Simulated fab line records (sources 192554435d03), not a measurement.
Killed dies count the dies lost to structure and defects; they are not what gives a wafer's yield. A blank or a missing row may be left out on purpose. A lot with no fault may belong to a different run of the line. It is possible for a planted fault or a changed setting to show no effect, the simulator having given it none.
fab line records	flow n5-finfet
record: lots: 24	wafers: 72	last-day: 20
route steps=1938 shown HKMG_FIN@464 GATE_CUT@487
lots untouched by any fault: they come from a run of this same line in which no faults occurred
start-h: start of the lot's first displayed wafer, in hours after the record's first day	wait-h: hours elapsed since this lot's preceding step	" same as the row above	L1.1+2: a single row standing in for several wafers	- value missing, or start not given	* or withheld: withheld	< > ~ a bound
route shown NAME@n: names a module that has steps shown in the file, with the first one's number in the route	usual: mean and standard deviation over wafers with no fault	same: alike in all rows	chamber/n: place in a boat	sites: per-site readings	_std_site: standard deviation of those values	_edge_site: mean of outer sites minus mean of inner sites	radius-mm: for every site, how far away it sits from the centre of the wafer	mask NAME#n: copy n	behind: the tool/chamber that last shaped the wafer	hold: what put the lot on hold/how long, in hours/how the hold closed	device: the n, p or np transistor that did not switch	end of line: at the end of the route, the tests of the same wafers	step lacking rows: just its recipe	killed: dies lost to structure and defects at the first sort, not the wafer's yield	map: a wafer's dies, marking killed ones x, the rest . and places with no die _
set.NAME: the setting that was run; set.NAME@STEP: the one run at that earlier step	model.NAME: the simulator's own value behind a step, which no gauge read
a sample of lots followed through the steps of the route, with each step as a table and each wafer as a row
services: when a tool's chamber went out of use (start-h, in hours from the record's first day, below 0 if earlier), for how many hours, and the reason
== steps ==
step: N5_HKMG_FIN_INSPECT_28
recipe: inspect-instrument: darkfield	mode: post-cmp
usual: raw-defect-count: 41/17
lot.wafer	tool	chamber	start-h	wait-h	raw-defect-count
L074.3	defect-inspect-01	-	80.23	0.0	51
L074.4	"	-	"	"	35
L074.5	"	-	"	"	46
L075.2	defect-inspect-02	-	87.71	0.0	39
L075.4	"	-	"	"	30
L075.6	"	-	"	"	32
L076.1	defect-inspect-02	-	90.33	0.0	33
L076.4	"	-	"	"	26
L076.6	"	-	"	"	43
L077.1	defect-inspect-01	-	101.02	0.0	45
L077.2	"	-	"	"	29
L077.5	"	-	"	"	28
L078.1	defect-inspect-02	-	104.32	0.0	26
L078.3	"	-	"	"	41
L078.4	"	-	"	"	43
L079.1	defect-inspect-02	-	110.29	0.0	58
L079.2	"	-	"	"	34
L079.6	"	-	"	"	52
L080.1	defect-inspect-01	-	114.47	0.0	61
L080.2	"	-	"	"	49
L080.5	"	-	"	"	53
L081.1	defect-inspect-01	-	120.78	0.0	43
L081.3	"	-	"	"	23
L081.4	"	-	"	"	43
L082.3	defect-inspect-01	-	126.90	0.0	27
L082.5	"	-	"	"	30
L082.6	"	-	"	"	55
L083.1	defect-inspect-01	-	133.96	0.0	41
L083.5	"	-	"	"	37
L083.6	"	-	"	"	56
L084.3	defect-inspect-02	-	153.60	0.0	63
L084.5	"	-	"	"	57
L084.6	"	-	"	"	24
L085.3	defect-inspect-01	-	162.00	0.0	30
L085.4	"	-	"	"	42
L085.6	"	-	"	"	28
L086.2	defect-inspect-02	-	169.08	0.0	40
L086.3	"	-	"	"	76
L086.6	"	-	"	"	55
L087.3	defect-inspect-01	-	170.78	0.0	30
L087.4	"	-	"	"	30
L087.6	"	-	"	"	41
L088.3	defect-inspect-01	-	175.61	0.0	33
L088.5	"	-	"	"	16
L088.6	"	-	"	"	52
L089.2	defect-inspect-02	-	181.60	0.0	74
L089.4	"	-	"	"	42
L089.5	"	-	"	"	82
L090.2	defect-inspect-02	-	182.53	0.0	18
L090.4	"	-	"	"	52
L090.5	"	-	"	"	32
L091.1	defect-inspect-02	-	194.78	0.0	27
L091.3	"	-	"	"	40
L091.4	"	-	"	"	53
L092.2	defect-inspect-02	-	196.81	0.0	27
L092.3	"	-	"	"	27
L092.4	"	-	"	"	30
L093.3	defect-inspect-01	-	208.58	0.0	48
L093.5	"	-	"	"	35
L093.6	"	-	"	"	27
L095.1	defect-inspect-01	-	216.98	0.0	34
L095.4	"	-	"	"	28
L095.6	"	-	"	"	21
L097.1	defect-inspect-02	-	219.59	0.0	35
L097.2	"	-	"	"	31
L097.6	"	-	"	"	24
L094.1	defect-inspect-02	-	222.79	0.0	56
L094.2	"	-	"	"	46
L094.6	"	-	"	"	32
L096.1	defect-inspect-01	-	223.09	0.0	42
L096.3	"	-	"	"	34
L096.6	"	-	"	"	39
step: N5_GATE_CUT_CD_MEAS_13
recipe: target-cd-nm: 20	landing-energy-ev: 500	detector: se-inlens
usual: cd-nm: 20.06/0.25
lot.wafer	tool	chamber	start-h	wait-h	cd-nm
L074.3	cd-sem-03	0	83.81	-	20.00
L074.4	"	0	"	"	19.89
L074.5	"	0	"	"	20.37
L075.2	cd-sem-02	0	91.50	-	20.15
L075.4	"	0	"	"	20.03
L075.6	"	0	"	"	19.75
L076.1	cd-sem-02	0	94.31	-	19.99
L076.4	"	0	"	"	20.14
L076.6	"	0	"	"	20.32
L077.1	cd-sem-01	0	105.97	-	20.03
L077.2	"	0	"	"	20.55
L077.5	"	0	"	"	20.65
L078.1	cd-sem-02	0	108.39	-	19.64
L078.3	"	0	"	"	20.04
L078.4	"	0	"	"	19.92
L079.1	cd-sem-03	0	114.14	-	19.97
L079.2	"	0	"	"	19.70
L079.6	"	0	"	"	19.76
L080.1	cd-sem-02	0	118.61	-	20.54
L080.2	"	0	"	"	20.56
L080.5	"	0	"	"	20.01
L081.1	cd-sem-03	0	127.12	-	20.19
L081.3	"	0	"	"	19.79
L081.4	"	0	"	"	19.98
L082.3	cd-sem-03	0	130.49	-	20.09
L082.5	"	0	"	"	20.28
L082.6	"	0	"	"	20.45
L083.1	cd-sem-03	0	137.94	-	20.04
L083.5	"	0	"	"	20.55
L083.6	"	0	"	"	20.12
L084.3	cd-sem-01	0	157.44	-	20.48
L084.5	"	0	"	"	19.85
L084.6	"	0	"	"	20.35
L085.3	cd-sem-03	0	165.60	-	19.94
L085.4	"	0	"	"	20.37
L085.6	"	0	"	"	19.99
L086.2	cd-sem-01	0	172.95	-	20.00
L086.3	"	0	"	"	20.17
L086.6	"	0	"	"	20.30
L087.3	cd-sem-03	0	174.45	-	19.83
L087.4	"	0	"	"	19.82
L087.6	"	0	"	"	19.81
L088.3	cd-sem-02	0	179.65	-	19.65
L088.5	"	0	"	"	20.00
L088.6	"	0	"	"	19.81
L089.2	cd-sem-01	0	185.38	-	20.22
L089.4	"	0	"	"	20.22
L089.5	"	0	"	"	20.12
L090.2	cd-sem-01	0	187.48	-	19.94
L090.4	"	0	"	"	19.76
L090.5	"	0	"	"	20.04
L091.1	cd-sem-02	0	198.51	-	20.19
L091.3	"	0	"	"	20.08
L091.4	"	0	"	"	20.08
L092.2	cd-sem-02	0	200.70	-	20.20
L092.3	"	0	"	"	20.31
L092.4	"	0	"	"	19.69
L093.3	cd-sem-03	0	212.18	-	20.27
L093.5	"	0	"	"	19.76
L093.6	"	0	"	"	20.16
L095.1	cd-sem-03	0	220.71	-	20.21
L095.4	"	0	"	"	20.03
L095.6	"	0	"	"	19.91
L097.1	cd-sem-01	0	223.33	-	20.26
L097.2	"	0	"	"	20.14
L097.6	"	0	"	"	20.13
L094.1	cd-sem-03	0	226.57	-	20.14
L094.2	"	0	"	"	19.99
L094.6	"	0	"	"	20.13
L096.1	cd-sem-03	0	226.90	-	19.72
L096.3	"	0	"	"	19.74
L096.6	"	0	"	"	20.06
step: N5_GATE_CUT_INSPECT_15
recipe: mode: adi	inspect-instrument: brightfield
usual: raw-defect-count: 123/41
lot.wafer	tool	chamber	start-h	wait-h	raw-defect-count
L074.3	defect-inspect-01	-	83.90	0.0	132
L074.4	"	-	"	"	92
L074.5	"	-	"	"	100
L075.2	defect-inspect-02	-	91.59	0.0	73
L075.4	"	-	"	"	70
L075.6	"	-	"	"	62
L076.1	defect-inspect-01	-	94.40	0.1	266
L076.4	"	-	"	"	229
L076.6	"	-	"	"	165
L077.1	defect-inspect-01	-	106.06	0.1	159
L077.2	"	-	"	"	82
L077.5	"	-	"	"	169
L078.1	defect-inspect-01	-	108.48	0.1	135
L078.3	"	-	"	"	167
L078.4	"	-	"	"	145
L079.1	defect-inspect-02	-	114.24	0.1	83
L079.2	"	-	"	"	75
L079.6	"	-	"	"	96
L080.1	defect-inspect-02	-	118.70	0.1	86
L080.2	"	-	"	"	85
L080.5	"	-	"	"	105
L081.1	defect-inspect-02	-	127.21	0.1	98
L081.3	"	-	"	"	97
L081.4	"	-	"	"	102
L082.3	defect-inspect-01	-	130.57	0.0	157
L082.5	"	-	"	"	75
L082.6	"	-	"	"	113
L083.1	defect-inspect-02	-	143.28	0.1	118
L083.5	"	-	"	"	161
L083.6	"	-	"	"	111
L084.3	defect-inspect-02	-	157.52	0.0	169
L084.5	"	-	"	"	206
L084.6	"	-	"	"	182
L085.3	defect-inspect-02	-	165.69	0.0	159
L085.4	"	-	"	"	65
L085.6	"	-	"	"	102
L086.2	defect-inspect-01	-	173.04	0.0	100
L086.3	"	-	"	"	85
L086.6	"	-	"	"	111
L087.3	defect-inspect-02	-	174.54	0.0	101
L087.4	"	-	"	"	106
L087.6	"	-	"	"	129
L088.3	defect-inspect-01	-	179.74	0.0	88
L088.5	"	-	"	"	63
L088.6	"	-	"	"	102
L089.2	defect-inspect-02	-	185.47	0.0	108
L089.4	"	-	"	"	179
L089.5	"	-	"	"	103
L090.2	defect-inspect-01	-	187.56	0.0	176
L090.4	"	-	"	"	153
L090.5	"	-	"	"	148
L091.1	defect-inspect-01	-	198.60	0.1	99
L091.3	"	-	"	"	140
L091.4	"	-	"	"	117
L092.2	defect-inspect-02	-	200.79	0.0	75
L092.3	"	-	"	"	83
L092.4	"	-	"	"	92
L093.3	defect-inspect-02	-	212.26	0.0	121
L093.5	"	-	"	"	93
L093.6	"	-	"	"	96
L095.1	defect-inspect-01	-	220.80	0.1	157
L095.4	"	-	"	"	117
L095.6	"	-	"	"	101
L097.1	defect-inspect-02	-	223.42	0.1	131
L097.2	"	-	"	"	107
L097.6	"	-	"	"	125
L094.1	defect-inspect-02	-	226.66	0.1	159
L094.2	"	-	"	"	136
L094.6	"	-	"	"	101
L096.1	defect-inspect-02	-	226.98	0.1	176
L096.3	"	-	"	"	184
L096.6	"	-	"	"	163
step: N5_GATE_CUT_ETCH_28
recipe: chemistry: N2/H2	target: underlayer	target-depth-a: 130	mask-material: CAR-EUV	time-s: 10.4	ion-energy-ev: 200	pressure-mtorr: 30	source-w: 840	bias-w: 150	n2-flow-sccm: 200	h2-flow-sccm: 200	ends: cleared
usual: drypump-motor-current-A: 6.0/0.57	etch-rf-on-time-s: 10.37/0.16	h2-flow-sccm: 200.0/0.56	oes-product-au: 0.68/0.071	rf-vpp-V: 524.2/2.5	showerhead-plenum-p-Torr: 2.55/0.084	throttle-valve-pct: 18.00/0.17
lot.wafer	tool	chamber	start-h	wait-h	drypump-motor-current-A	etch-rf-on-time-s	h2-flow-sccm	oes-product-au	rf-hours-counter-h	rf-vpp-V	showerhead-plenum-p-Torr	throttle-valve-pct
L074.3	rie-diel-06	3	83.97	0.0	5.2	10.44	200.4	0.75	25	527.6	2.60	18.05
L074.4	"	2	"	"	6.4	10.35	200.3	0.69	118	521.2	2.45	17.89
L074.5	"	3	"	"	5.2	10.38	201.3	0.75	-	525.7	2.60	18.07
L075.2	rie-diel-06	0	91.66	0.0	6.4	10.26	199.6	0.62	198	526.4	2.63	18.20
L075.4	"	1	"	"	5.2	10.61	199.7	0.59	215	524.2	2.62	17.99
L075.6	"	2	"	"	6.5	10.27	199.2	0.68	-	521.1	2.45	17.93
L076.1	rie-diel-01	3	94.47	0.0	6.0	10.24	199.5	0.58	233	521.3	2.50	18.20
L076.4	"	0	"	"	6.6	10.48	200.4	0.71	60	522.9	2.47	18.08
L076.6	"	1	"	"	6.3	10.32	200.8	0.68	-	523.6	2.56	17.80
L077.1	rie-diel-03	2	106.13	0.0	5.0	10.50	199.9	0.67	122	527.8	2.66	17.84
L077.2	"	0	"	"	5.6	10.43	200.2	0.63	170	524.9	2.53	18.01
L077.5	"	2	"	"	5.0	10.53	199.0	0.66	-	526.7	2.66	17.84
L078.1	rie-diel-01	0	108.55	0.0	6.6	10.46	200.4	0.71	64	523.3	2.47	18.06
L078.3	"	2	"	"	6.4	10.25	200.6	0.61	250	520.2	2.40	18.46
L078.4	"	3	"	"	6.0	10.34	200.4	0.57	237	521.9	2.50	18.23
L079.1	rie-diel-01	3	114.31	0.0	6.0	10.39	199.7	0.57	240	523.9	2.50	18.21
L079.2	"	0	"	"	6.6	10.55	199.3	0.70	67	521.9	2.47	18.10
L079.6	"	1	"	"	6.3	10.33	200.1	0.68	-	524.3	2.56	17.80
L080.1	rie-diel-03	1	118.77	0.0	6.1	10.30	200.0	0.64	138	520.0	2.44	17.61
L080.2	"	3	"	"	5.4	10.56	200.6	0.79	17	526.8	2.60	17.86
L080.5	"	3	"	"	5.4	10.50	199.5	0.79	-	525.8	2.60	17.85
L081.1	rie-diel-06	3	127.32	0.0	5.2	10.39	200.2	0.74	35	526.0	2.59	18.09
L081.3	"	1	"	"	5.2	10.67	200.5	0.59	224	524.8	2.61	17.99
L081.4	"	2	"	"	6.4	10.34	199.4	0.67	129	520.9	2.45	17.91
L082.3	rie-diel-06	1	130.64	0.0	5.2	10.59	200.4	0.59	225	526.0	2.61	18.00
L082.5	"	3	"	"	5.2	10.45	200.6	0.72	-	525.6	2.59	18.09
L082.6	"	0	"	"	6.4	10.40	200.9	0.61	-	525.7	2.62	18.22
L083.1	rie-diel-01	3	144.36	0.0	6.0	10.20	198.2	0.57	247	522.1	2.49	18.24
L083.5	"	2	"	"	6.4	9.99	199.3	0.84	-	529.8	2.72	18.06
L083.6	"	1	"	"	6.3	10.31	199.9	0.67	-	525.0	2.55	17.81
L084.3	rie-diel-03	0	157.59	0.0	5.6	10.47	199.6	0.62	179	523.0	2.53	18.04
L084.5	"	2	"	"	5.0	10.37	200.6	0.67	-	527.6	2.65	17.86
L084.6	"	3	"	"	5.4	10.30	199.0	0.78	-	526.3	2.60	17.87
L085.3	rie-diel-01	2	166.00	0.0	6.4	10.07	200.3	0.80	10	527.7	2.71	18.07
L085.4	"	2	"	"	6.4	10.04	200.5	0.80	-	528.5	2.71	18.08
L085.6	"	0	"	"	6.6	10.52	200.0	0.69	-	520.8	2.46	18.12
L086.2	rie-diel-03	3	173.10	0.0	5.4	10.38	200.9	0.78	31	525.2	2.60	17.88
L086.3	"	1	"	"	6.1	10.26	200.5	0.64	151	518.8	2.44	17.64
L086.6	"	1	"	"	6.1	10.24	200.4	0.64	-	521.3	2.44	17.61
L087.3	rie-diel-06	0	174.75	0.0	6.4	10.41	200.6	0.61	217	526.7	2.62	18.21
L087.4	"	1	"	"	5.2	10.66	200.5	0.57	236	526.0	2.61	18.00
L087.6	"	3	"	"	5.2	10.43	199.6	0.71	-	524.9	2.59	18.10
L088.3	rie-diel-06	1	179.81	0.0	5.2	10.58	200.3	0.58	236	527.3	2.61	18.01
L088.5	"	0	"	"	6.4	10.35	199.3	0.61	-	526.0	2.62	18.22
L088.6	"	1	"	"	5.2	10.72	200.1	0.58	-	525.0	2.61	18.00
L089.2	rie-diel-06	0	185.59	0.0	6.4	10.19	200.2	0.61	220	526.9	2.62	18.23
L089.4	"	3	"	"	5.2	10.30	199.8	0.72	48	525.3	2.58	18.11
L089.5	"	1	"	"	5.2	10.60	200.0	0.57	-	524.9	2.61	18.01
L090.2	rie-diel-01	1	187.81	0.0	6.3	10.44	200.3	0.66	140	524.3	2.54	17.84
L090.4	"	3	"	"	6.0	10.22	200.5	0.82	5	522.2	2.49	17.81
L090.5	"	2	"	"	6.4	10.05	200.4	0.78	-	529.7	2.71	18.08
L091.1	rie-diel-01	3	198.69	0.0	6.0	10.13	199.7	0.83	9	522.6	2.49	17.81
L091.3	"	2	"	"	6.4	10.01	200.6	0.78	22	526.9	2.71	18.11
L091.4	"	1	"	"	6.3	10.48	201.1	0.65	144	521.9	2.54	17.83
L092.2	rie-diel-06	1	201.09	0.0	5.2	10.55	200.2	0.58	243	524.8	2.61	18.00
L092.3	"	2	"	"	6.4	10.26	199.6	0.67	148	520.8	2.44	17.95
L092.4	"	2	"	"	6.4	10.38	199.5	0.67	-	521.6	2.44	17.97
L093.3	rie-diel-01	1	212.33	0.0	6.3	10.38	200.1	0.64	149	523.3	2.54	17.87
L093.5	"	2	"	"	6.4	9.95	199.2	0.77	-	530.3	2.71	18.11
L093.6	"	3	"	"	6.0	10.15	199.7	0.81	-	523.4	2.49	17.82
L095.1	rie-diel-03	2	220.97	0.0	5.0	10.60	199.8	0.64	157	526.7	2.64	17.89
L095.4	"	1	"	"	6.1	10.30	199.8	0.62	162	520.6	2.43	17.65
L095.6	"	1	"	"	6.1	10.30	199.8	0.62	-	521.5	2.43	17.64
L097.1	rie-diel-01	3	223.58	0.0	6.0	10.10	200.1	0.80	18	521.9	2.48	17.84
L097.2	"	0	"	"	6.7	10.41	200.1	0.67	103	521.4	2.45	18.16
L097.6	"	0	"	"	6.6	10.49	201.2	0.67	-	520.7	2.46	18.16
L094.1	rie-diel-01	1	226.73	0.0	6.3	10.52	201.1	0.64	155	522.7	2.54	17.88
L094.2	"	2	"	"	6.4	10.11	200.4	0.76	32	528.1	2.70	18.11
L094.6	"	0	"	"	6.7	10.55	199.9	0.67	-	521.7	2.45	18.16
L096.1	rie-diel-06	0	227.08	0.0	6.4	10.43	199.6	0.59	231	525.7	2.61	18.26
L096.3	"	3	"	"	5.2	10.42	200.0	0.70	64	524.3	2.58	18.14
L096.6	"	3	"	"	5.2	10.34	199.4	0.70	-	525.8	2.58	18.15
step: N5_GATE_CUT_STRIP_41
recipe: chemistry: CF4	resist: SiARC	power-w: 300	bias-power-w: 75	pressure-mtorr: 50	cf4-flow-sccm: 150	rf-frequency-hz: 6e+07
usual: drypump-motor-current-A: 6.0/0.57	oes-product-au: 0.183/0.018	power-w: 299.9/0.88	rf-vpp-V: 271.5/1.4	showerhead-plenum-p-Torr: 1.80/0.055	throttle-valve-pct: 13.70/0.18
lot.wafer	tool	chamber	start-h	wait-h	drypump-motor-current-A	oes-product-au	power-w	rf-hours-counter-h	rf-vpp-V	showerhead-plenum-p-Torr	throttle-valve-pct
L074.3	rie-diel-06	3	84.16	0.0	5.2	0.200	298.5	25	273.2	1.83	13.65
L074.4	"	2	"	"	6.4	0.177	300.0	118	270.1	1.73	13.57
L074.5	"	3	"	"	5.2	0.203	300.5	-	272.3	1.83	13.63
L075.2	rie-diel-06	0	91.85	0.0	6.4	0.168	299.3	198	271.1	1.86	13.92
L075.4	"	1	"	"	5.2	0.163	301.3	215	272.4	1.84	13.78
L075.6	"	2	"	"	6.4	0.185	299.1	-	269.1	1.73	13.58
L076.1	rie-diel-01	3	94.66	0.0	6.0	0.160	299.0	233	270.9	1.77	14.02
L076.4	"	0	"	"	6.6	0.196	299.6	60	270.0	1.75	13.77
L076.6	"	1	"	"	6.3	0.184	300.3	-	271.1	1.81	13.56
L077.1	rie-diel-03	2	106.32	0.0	5.0	0.182	299.9	122	271.2	1.87	13.61
L077.2	"	0	"	"	5.5	0.173	300.4	170	270.4	1.79	13.82
L077.5	"	2	"	"	5.0	0.186	300.2	-	272.7	1.87	13.59
L078.1	rie-diel-01	0	108.74	0.0	6.6	0.193	298.7	64	270.1	1.75	13.77
L078.3	"	2	"	"	6.4	0.161	301.1	250	269.4	1.71	14.21
L078.4	"	3	"	"	6.0	0.160	299.3	237	271.4	1.77	14.03
L079.1	rie-diel-01	3	114.50	0.0	6.0	0.160	300.6	240	272.0	1.77	14.05
L079.2	"	0	"	"	6.6	0.189	300.2	67	270.5	1.75	13.78
L079.6	"	1	"	"	6.3	0.181	299.6	-	271.8	1.81	13.55
L080.1	rie-diel-03	1	118.96	0.0	6.1	0.177	299.1	138	269.8	1.73	13.25
L080.2	"	3	"	"	5.4	0.212	299.6	17	272.7	1.83	13.47
L080.5	"	3	"	"	5.3	0.216	299.6	-	271.2	1.83	13.46
L081.1	rie-diel-06	3	127.51	0.0	5.2	0.199	298.8	35	271.6	1.82	13.67
L081.3	"	1	"	"	5.2	0.159	300.7	224	270.4	1.84	13.79
L081.4	"	2	"	"	6.4	0.182	300.0	129	271.3	1.73	13.60
L082.3	rie-diel-06	1	130.83	0.0	5.2	0.158	300.1	225	272.4	1.84	13.78
L082.5	"	3	"	"	5.2	0.194	300.3	-	272.0	1.82	13.66
L082.6	"	0	"	"	6.4	0.170	299.6	-	272.2	1.85	13.94
L083.1	rie-diel-01	3	144.56	0.0	6.0	0.156	300.5	247	271.3	1.76	14.06
L083.5	"	2	"	"	6.4	0.227	299.3	-	273.6	1.92	13.63
L083.6	"	1	"	"	6.2	0.181	300.8	-	273.4	1.81	13.59
L084.3	rie-diel-03	0	157.78	0.0	5.6	0.175	300.4	179	271.5	1.79	13.84
L084.5	"	2	"	"	5.0	0.177	301.3	-	273.2	1.87	13.61
L084.6	"	3	"	"	5.3	0.208	299.6	-	273.6	1.83	13.50
L085.3	rie-diel-01	2	166.19	0.0	6.4	0.220	301.4	10	273.0	1.91	13.66
L085.4	"	2	"	"	6.4	0.210	301.3	-	274.1	1.91	13.67
L085.6	"	0	"	"	6.6	0.188	300.7	-	269.7	1.75	13.81
L086.2	rie-diel-03	3	173.29	0.0	5.4	0.205	300.2	31	271.1	1.82	13.49
L086.3	"	1	"	"	6.1	0.166	301.6	151	268.8	1.72	13.26
L086.6	"	1	"	"	6.1	0.176	300.1	-	269.9	1.72	13.28
L087.3	rie-diel-06	0	174.94	0.0	6.4	0.164	300.0	217	272.4	1.85	13.97
L087.4	"	1	"	"	5.2	0.169	299.6	236	272.5	1.84	13.83
L087.6	"	3	"	"	5.2	0.201	298.8	-	271.2	1.82	13.69
L088.3	rie-diel-06	1	180.00	0.0	5.2	0.160	300.3	237	271.7	1.84	13.82
L088.5	"	0	"	"	6.4	0.165	299.3	-	274.0	1.85	13.95
L088.6	"	1	"	"	5.2	0.160	299.7	-	271.4	1.83	13.82
L089.2	rie-diel-06	0	185.78	0.0	6.4	0.165	298.2	220	272.0	1.85	13.98
L089.4	"	3	"	"	5.2	0.194	298.9	48	273.6	1.82	13.70
L089.5	"	1	"	"	5.2	0.160	301.5	-	272.2	1.83	13.82
L090.2	rie-diel-01	1	188.00	0.0	6.3	0.178	300.3	140	270.7	1.80	13.61
L090.4	"	3	"	"	6.0	0.222	299.9	6	271.2	1.76	13.51
L090.5	"	2	"	"	6.4	0.213	298.3	-	273.0	1.91	13.68
L091.1	rie-diel-01	3	198.88	0.0	6.0	0.210	299.3	9	270.4	1.76	13.51
L091.3	"	2	"	"	6.4	0.211	299.1	22	272.9	1.91	13.69
L091.4	"	1	"	"	6.2	0.177	300.6	144	271.7	1.80	13.60
L092.2	rie-diel-06	1	201.28	0.0	5.2	0.157	299.3	244	271.6	1.83	13.83
L092.3	"	2	"	"	6.4	0.182	301.5	148	270.1	1.73	13.63
L092.4	"	2	"	"	6.4	0.182	300.8	-	269.8	1.73	13.64
L093.3	rie-diel-01	1	212.52	0.0	6.2	0.181	300.4	149	271.3	1.80	13.62
L093.5	"	2	"	"	6.4	0.209	300.7	-	274.3	1.91	13.70
L093.6	"	3	"	"	6.0	0.216	300.1	-	270.9	1.76	13.51
L095.1	rie-diel-03	2	221.16	0.0	5.0	0.178	301.0	157	272.4	1.86	13.67
L095.4	"	1	"	"	6.1	0.176	301.0	162	271.0	1.72	13.31
L095.6	"	1	"	"	6.1	0.166	299.8	-	270.9	1.72	13.33
L097.1	rie-diel-01	3	223.77	0.0	6.0	0.210	299.9	18	269.6	1.76	13.54
L097.2	"	0	"	"	6.6	0.181	299.8	104	269.3	1.74	13.87
L097.6	"	0	"	"	6.6	0.179	299.9	-	270.4	1.74	13.87
L094.1	rie-diel-01	1	226.92	0.0	6.3	0.169	299.8	155	270.5	1.80	13.64
L094.2	"	2	"	"	6.5	0.204	300.1	33	272.6	1.91	13.71
L094.6	"	0	"	"	6.6	0.186	299.0	-	271.0	1.74	13.88
L096.1	rie-diel-06	0	227.27	0.0	6.4	0.163	301.9	231	273.2	1.85	14.01
L096.3	"	3	"	"	5.2	0.189	300.5	64	272.2	1.82	13.74
L096.6	"	3	"	"	5.2	0.184	300.4	-	270.3	1.82	13.73
step: N5_GATE_CUT_ALD_22
recipe: material: SiNx	target-thk-a: 160	temp-c: 400	ald-precursor-family: SiH2I2	ald-co-reactant: N2/H2-plasma	pulse-time-s: 1	ald-cycles: 320	purge-time-s: 2	co-reactant-purge-time-s: 2	pressure-torr: 2
usual: heater-power-outer-w: 495/69	heater-power-w: 801/110	precursor-pulse-height-rel: 0.997/0.019
lot.wafer	tool	chamber	start-h	wait-h	heater-power-outer-w	heater-power-w	precursor-pulse-height-rel
L074.3	ald-sin-03	3	84.77	0.0	547	862	1.021
L074.4	"	0	"	"	489	796	0.994
L074.5	"	1	"	"	596	912	0.964
L075.2	ald-sin-03	3	94.36	1.9	546	877	1.002
L075.4	"	1	"	"	596	896	0.998
L075.6	"	0	"	"	498	814	0.999
L076.1	ald-sin-02	3	96.20	1.0	473	764	0.960
L076.4	"	0	"	"	468	779	0.997
L076.6	"	0	"	"	465	788	0.984
L077.1	ald-sin-04	3	107.14	0.2	490	742	1.007
L077.2	"	1	"	"	447	774	0.971
L077.5	"	0	"	"	388	687	0.988
L078.1	ald-sin-02	1	109.41	0.1	580	981	0.985
L078.3	"	2	"	"	431	669	1.003
L078.4	"	3	"	"	462	769	0.979
L079.1	ald-sin-02	3	117.85	2.5	468	777	0.956
L079.2	"	2	"	"	439	661	1.000
L079.6	"	1	"	"	583	933	0.958
L080.1	ald-sin-03	2	119.84	0.0	617	1048	1.012
L080.2	"	1	"	"	608	910	0.987
L080.5	"	2	"	"	638	1031	1.010
L081.1	ald-sin-04	2	128.71	0.6	438	729	0.971
L081.3	"	3	"	"	494	765	0.965
L081.4	"	1	"	"	466	747	1.013
L082.3	ald-sin-02	1	131.45	0.0	588	958	1.041
L082.5	"	3	"	"	477	775	0.996
L082.6	"	0	"	"	472	806	1.013
L083.1	ald-sin-04	1	145.17	0.0	456	773	0.969
L083.5	"	1	"	"	454	727	1.008
L083.6	"	0	"	"	405	680	1.023
L084.3	ald-sin-04	2	158.87	0.5	442	732	1.001
L084.5	"	1	"	"	460	764	0.989
L084.6	"	0	"	"	389	676	1.008
L085.3	ald-sin-03	0	166.82	0.0	493	796	1.001
L085.4	"	2	"	"	640	1037	0.964
L085.6	"	1	"	"	600	893	0.967
L086.2	ald-sin-03	2	174.00	0.0	634	1025	1.012
L086.3	"	0	"	"	494	784	1.000
L086.6	"	3	"	"	553	859	1.013
L087.3	ald-sin-04	2	175.55	0.0	452	722	1.033
L087.4	"	1	"	"	463	761	1.009
L087.6	"	2	"	"	448	708	0.983
L088.3	ald-sin-04	0	180.88	0.0	392	687	0.993
L088.5	"	2	"	"	444	721	1.044
L088.6	"	1	"	"	467	775	0.999
L089.2	ald-sin-04	2	187.47	0.8	452	726	1.026
L089.4	"	3	"	"	500	780	0.997
L089.5	"	2	"	"	446	717	1.005
L090.2	ald-sin-02	3	189.13	0.3	466	780	1.001
L090.4	"	1	"	"	565	960	1.008
L090.5	"	3	"	"	466	771	1.014
L091.1	ald-sin-04	3	199.58	0.0	497	775	1.007
L091.3	"	2	"	"	435	734	0.995
L091.4	"	1	"	"	461	751	0.990
L092.2	ald-sin-02	2	201.89	0.0	438	657	1.017
L092.3	"	0	"	"	486	775	0.995
L092.4	"	2	"	"	443	670	1.000
L093.3	ald-sin-03	2	213.14	0.0	618	1048	1.000
L093.5	"	1	"	"	580	900	0.972
L093.6	"	0	"	"	498	802	0.996
L095.1	ald-sin-03	2	222.09	0.3	631	1081	0.988
L095.4	"	3	"	"	520	860	0.990
L095.6	"	0	"	"	489	799	0.971
L097.1	ald-sin-04	2	224.39	0.0	445	754	1.013
L097.2	"	1	"	"	459	751	0.990
L097.6	"	1	"	"	457	761	0.971
L094.1	ald-sin-04	2	228.06	0.5	440	735	1.017
L094.2	"	0	"	"	401	688	1.012
L094.6	"	1	"	"	448	787	1.017
L096.1	ald-sin-03	2	228.50	0.5	626	1045	1.002
L096.3	"	3	"	"	520	828	1.005
L096.6	"	0	"	"	492	802	1.012
== services ==
tool	chamber	start-h	hours	kind
rie-diel-06	2	62.12	2.9	repair
rie-diel-03	1	63.66	28.1	repair
ald-sin-02	-	75.15	1.5	repair
rie-diel-01	0	75.90	1.5	repair
ald-sin-04	-	85.25	14.0	pm
rie-diel-01	2	108.89	-	clean
rie-diel-01	2	108.89	-	consumable-replace:focus-ring
rie-diel-01	2	108.89	-	consumable-replace:showerhead
rie-diel-01	2	108.89	24.0	scheduled-down
rie-diel-01	2	108.89	24.0	vent-cycle
ald-sin-04	-	113.38	14.6	pm
ald-sin-03	-	114.15	3.6	repair
ald-sin-03	2	127.32	6.2	repair
ald-sin-04	-	133.53	6.0	pm
ald-sin-03	-	138.77	1.3	repair
rie-diel-01	3	154.08	-	clean
rie-diel-01	3	154.08	-	consumable-replace:focus-ring
rie-diel-01	3	154.08	18.9	scheduled-down
rie-diel-01	3	154.08	18.9	vent-cycle
rie-diel-03	1	174.81	17.2	repair
ald-sin-03	-	176.96	14.0	pm
ald-sin-03	-	190.96	6.0	pm
rie-diel-06	0	198.08	6.2	repair
rie-diel-06	1	221.29	-	clean
== key ==
fault none
